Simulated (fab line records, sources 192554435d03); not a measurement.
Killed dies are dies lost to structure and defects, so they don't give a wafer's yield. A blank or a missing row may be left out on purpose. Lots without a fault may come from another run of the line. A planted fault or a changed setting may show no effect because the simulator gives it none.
Split-lot experiment | flow n5_finfet | 7 lots, 39 wafers read, on a route of 1938 steps

THE SPLIT
At N5_WELL_APT_EPI_41 (deposits Si from SiH4/H2, target thk 50 nm, time 297.7 s), the setting time_s was moved away from the recipe's 297.7 s on 12 of the 39 wafers read, by -6.9% to +7.2%. The other wafers ran this setting at the recipe's value.

The reading is taken at the split's own step.

THE READING
Si_of_WELL_APT_EPI_41.thk_nm (the simulator's own value, which no gauge read), in nm, at N5_WELL_APT_EPI_41 (deposits Si from SiH4/H2, target thk 50 nm, time 297.7 s). The file gives no usual value for it. The 27 wafers here that ran the recipe average 50.18 nm, standard deviation 0.57 nm.

wafer  | tool, chamber at the split | time_s as run, s | against the recipe | Si_of_WELL_APT_EPI_41.thk_nm, nm | against lot-mates on the recipe
L074.1 | epi_rpcvd-01, 0            | 297.7            | recipe             | 50.68                            | -
L074.2 | epi_rpcvd-01, 0            | 297.7            | recipe             | 49.62                            | -
L074.3 | epi_rpcvd-01, 0            | 297.7            | recipe             | 50.17                            | -
L074.4 | epi_rpcvd-01, 0            | 304.6            | +2.3%              | 51.47                            | +1.31
L074.5 | epi_rpcvd-01, 0            | 304.6            | +2.3%              | 50.82                            | +0.66
L074.6 | epi_rpcvd-01, 0            | 304.6            | +2.3%              | 52.32                            | +2.16
L078.1 | epi_rpcvd-02, 0            | 297.7            | recipe             | 49.29                            | -
L078.2 | epi_rpcvd-02, 0            | 297.7            | recipe             | 49.44                            | -
L078.3 | epi_rpcvd-02, 0            | 319              | +7.2%              | 52.55                            | +3.24
L078.4 | epi_rpcvd-02, 0            | 297.7            | recipe             | 49.21                            | -
L078.5 | epi_rpcvd-02, 0            | 319              | +7.2%              | 52.73                            | +3.42
L078.6 | epi_rpcvd-02, 0            | 319              | +7.2%              | 53.05                            | +3.74
L080.2 | epi_rpcvd-01, 0            | 297.7            | recipe             | 49.84                            | -
L080.5 | epi_rpcvd-01, 0            | 297.7            | recipe             | 49.96                            | -
L080.6 | epi_rpcvd-01, 0            | 297.7            | recipe             | 49.68                            | -
L086.1 | epi_rpcvd-01, 0            | 297.7            | recipe             | 50.87                            | -
L086.2 | epi_rpcvd-01, 0            | 297.7            | recipe             | 51.01                            | -
L086.3 | epi_rpcvd-01, 0            | 297.7            | recipe             | 51.09                            | -
L086.4 | epi_rpcvd-01, 0            | 297.7            | recipe             | 51.02                            | -
L086.5 | epi_rpcvd-01, 0            | 297.7            | recipe             | 50.74                            | -
L086.6 | epi_rpcvd-01, 0            | 297.7            | recipe             | 50.92                            | -
L087.1 | epi_rpcvd-02, 0            | 297.7            | recipe             | 50.03                            | -
L087.2 | epi_rpcvd-02, 0            | 297.7            | recipe             | 50.31                            | -
L087.3 | epi_rpcvd-02, 0            | 297.7            | recipe             | 49.92                            | -
L087.4 | epi_rpcvd-02, 0            | 297.7            | recipe             | 50.04                            | -
L087.5 | epi_rpcvd-02, 0            | 297.7            | recipe             | 49.73                            | -
L087.6 | epi_rpcvd-02, 0            | 297.7            | recipe             | 49.71                            | -
L088.1 | epi_rpcvd-04, 0            | 277.2            | -6.9%              | 47.42                            | -3.26
L088.2 | epi_rpcvd-04, 0            | 277.2            | -6.9%              | 47.34                            | -3.34
L088.3 | epi_rpcvd-04, 0            | 277.2            | -6.9%              | 46.71                            | -3.97
L088.4 | epi_rpcvd-04, 0            | 297.7            | recipe             | 50.76                            | -
L088.5 | epi_rpcvd-04, 0            | 297.7            | recipe             | 50.89                            | -
L088.6 | epi_rpcvd-04, 0            | 297.7            | recipe             | 50.39                            | -
L093.1 | epi_rpcvd-01, 0            | 297.7            | recipe             | 49.68                            | -
L093.2 | epi_rpcvd-01, 0            | 279.6            | -6.1%              | 46.21                            | -3.65
L093.3 | epi_rpcvd-01, 0            | 279.6            | -6.1%              | 46.14                            | -3.72
L093.4 | epi_rpcvd-01, 0            | 297.7            | recipe             | 49.81                            | -
L093.5 | epi_rpcvd-01, 0            | 279.6            | -6.1%              | 46.48                            | -3.38
L093.6 | epi_rpcvd-01, 0            | 297.7            | recipe             | 50.1                             | -

THE FIT
A straight line over all 39 wafers: Si_of_WELL_APT_EPI_41.thk_nm changes by +0.468 nm for each +1% of time_s; r = +0.93; the points scatter about the line by 0.64 nm.
The same after taking each lot's own level away (the mean of its wafers on the recipe; 39 wafers): +0.525 nm for each +1%; r = +0.98; scatter 0.31 nm.
On that fit, the largest move of time_s shifts the reading by 3.8 nm.
The lots' own levels span 49.313 to 50.942 nm, that is 2.9 times the standard deviation above.
So the lot-to-lot level changes the slope: the two fits differ.
Check: with one of the wafers moved furthest among these (+7.2%) left out of the fit, the line predicts +3.81 nm for it against its lot-mates. It came out at +3.24 nm against them.

THE FILE'S OWN FIT
Si_of_WELL_APT_EPI_41.thk_nm changes by +0.525 nm for each +1% of time_s, r = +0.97.
